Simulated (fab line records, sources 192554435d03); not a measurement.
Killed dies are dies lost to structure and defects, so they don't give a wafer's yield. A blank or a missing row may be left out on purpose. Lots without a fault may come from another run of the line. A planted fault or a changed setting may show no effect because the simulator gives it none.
A struck lot beside a sound one | flow n5_finfet | 16 steps out of a route of 1938
Sound: wafers L467.1, L467.2, L467.5. Struck: wafer L456.5. (L456.3, L456.4 of the same lot were not struck and are left out.) The cause comes at the end.
At each step with rows: each side's tool, then ch and its chambers, then its first start. Under that, the readings that differ: sound wafers | struck wafers | difference of the means | sigmas: that difference in standard deviations of wafers without a fault.
alike: readings whose means differ by less than 2 such deviations, and words and numbers that are the same on both sides. not compared: withheld readings, readings that some wafer has no value for, bounds like >300 that may hide the same value, and numbers for which the record gives no deviation and whose values overlap.
The two part at a step that has a row with sigmas, a row that says differs or no value, or rows on one side only. Numbers that don't overlap but have no deviation are shown without sigmas and don't part them. A reading that every wafer of one side lacks parts them only if that side has two wafers or more.

first, 1 step without rows for these wafers: N5_BEOL_M2_ANNEAL_95 (time 240 s).
N5_BEOL_M2_SPUTTER_96: material Cu, target thk 4.5 nm, time 8.29 s.
  sound on pvd_sputter-01, day 11 04:55; struck on pvd_sputter-03, day 8 10:44
  alike: chamber_pressure_pa, substrate_temp_c, throttle_valve_pct
then, 1 step without rows for these wafers: N5_BEOL_M2_ECD_50 (material Cu, target thk 300 nm).
N5_BEOL_M2_ANNEAL_51: time 90 s.
  sound on rtp_anneal-01 ch 0, day 11 05:07; struck on rtp_anneal-02 ch 0, day 8 11:45
  alike: wafer_temp_C_max
N5_BEOL_M2_CMP_52: polishes, stops on SiOC, t overpolish 6.8 s, target thk 40 nm.
  sound on cmp-01 ch 2,3, day 11 05:27; struck on cmp-04 ch 1, day 8 11:58
  alike: barrier_field_endpoint_s, motor_current_A, overpolish_run_s, retaining_ring_pressure_frac, time_to_endpoint_s
N5_BEOL_M2_THK_MEAS_53: measures by xrf.
  sound on film_metro-02, day 11 05:42; struck on film_metro-01, day 8 12:15
  alike: M2_THK
N5_BEOL_M2_PRE_CLEAN_60: time 15 s.
  sound on cvd_co-02 ch 1,2, day 11 05:44; struck on cvd_co-02 ch 1, day 8 12:17
  alike: heater_power_w, rf_fwd_power_W
N5_BEOL_M2_CO_CAP_55: material Co, precursor CCTBA/H2, target thk 2 nm, time 102.1 s.
  sound on cvd_co-02 ch 1,2, day 11 05:47; struck on cvd_co-02 ch 1, day 8 12:20
  alike: heater_power_w
then, 2 steps without rows for these wafers: N5_BEOL_M2_PRE_CLEAN_56 (time 15 s); N5_BEOL_M2_DEP_57 (deposits SiCN from 3MS/NH3, target thk 8 nm, time 14 s).
N5_BEOL_M2_RS_MEAS_58: measures by four-point-probe.
  sound on film_metro-02, day 11 05:58; struck on film_metro-01, day 8 12:31
  alike: M2_RS
N5_BEOL_M2_INSPECT_59: inspects for defects (darkfield).
  sound on defect_inspect-02, day 11 05:59; struck on defect_inspect-01, day 8 12:32
  alike: raw_defect_count
N5_BEOL_M3_ILD_DEP_00: deposits SiOC from DEMS/O2, target thk 79 nm, time 15.3 s.
  sound on pecvd-01 ch 1,2, day 11 06:02; struck on pecvd-02 ch 1, day 8 12:35
  reading              | sound                | struck | difference | sigmas
  heater_power_w (W)   | 416 502 489          | 692    | +223       | +2
  susceptor_temp_C (C) | 349.87 349.95 349.78 | 355.39 | +5.52      | +28
  alike: rf_fwd_power_W, showerhead_plenum_p_Torr, showerhead_vpp_V, throttle_valve_pct
N5_BEOL_M3_THK_MEAS_01:
  sound on film_metro-01, day 11 06:05; struck on film_metro-01, day 8 12:38
  reading         | sound          | struck | difference | sigmas
  M3_ILD_THK (nm) | 80.1 78.5 79.9 | 76.9   | -2.6       | -3
N5_BEOL_M4_RC_MEAS_101:
  sound on prober-02 ch 0, day 12 01:29; struck on prober-01 ch 0, day 9 08:49
  reading       | sound       | struck | difference | sigmas
  ION_N (uA/um) | 672 675 674 | 644    | -30        | -3
  ION_P (uA/um) | 468 468 468 | 446    | -22        | -3
  alike: DIBL_N, DIBL_P, IOFF_N, IOFF_P, SS_N, SS_P, VT_N, VT_P
-- the record jumps here: 4 days lie between the struck wafers' starts before and after (it left off in module BEOL_M4 and takes up again in module PASSIVATION, whose first step shown is number 1936 of the route) --
N5_PASSIVATION_PROBE_49:
  sound on prober-01, day 15 22:29; struck on prober-01, day 13 11:42
  alike: defect_limited_yield, killed_at_M0_to_M3, killed_at_M4_up, killed_at_contacts, killed_at_front_end, killed_at_other, killed_dies, killed_open, killed_short, sort_bin_5_function, sort_bin_6_memory, sort_n_pass, sort_yield_pct

WHERE THEY PART
First at N5_BEOL_M3_ILD_DEP_00; last, within this record, at N5_BEOL_M4_RC_MEAS_101. Later steps at which nothing parts them and some readings are alike: N5_PASSIVATION_PROBE_49.

WHY: what the simulator had put in
Process parameter drift: pecvd-02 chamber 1, from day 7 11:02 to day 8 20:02, at N5_BEOL_M3_ILD_DEP_00. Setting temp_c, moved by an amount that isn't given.
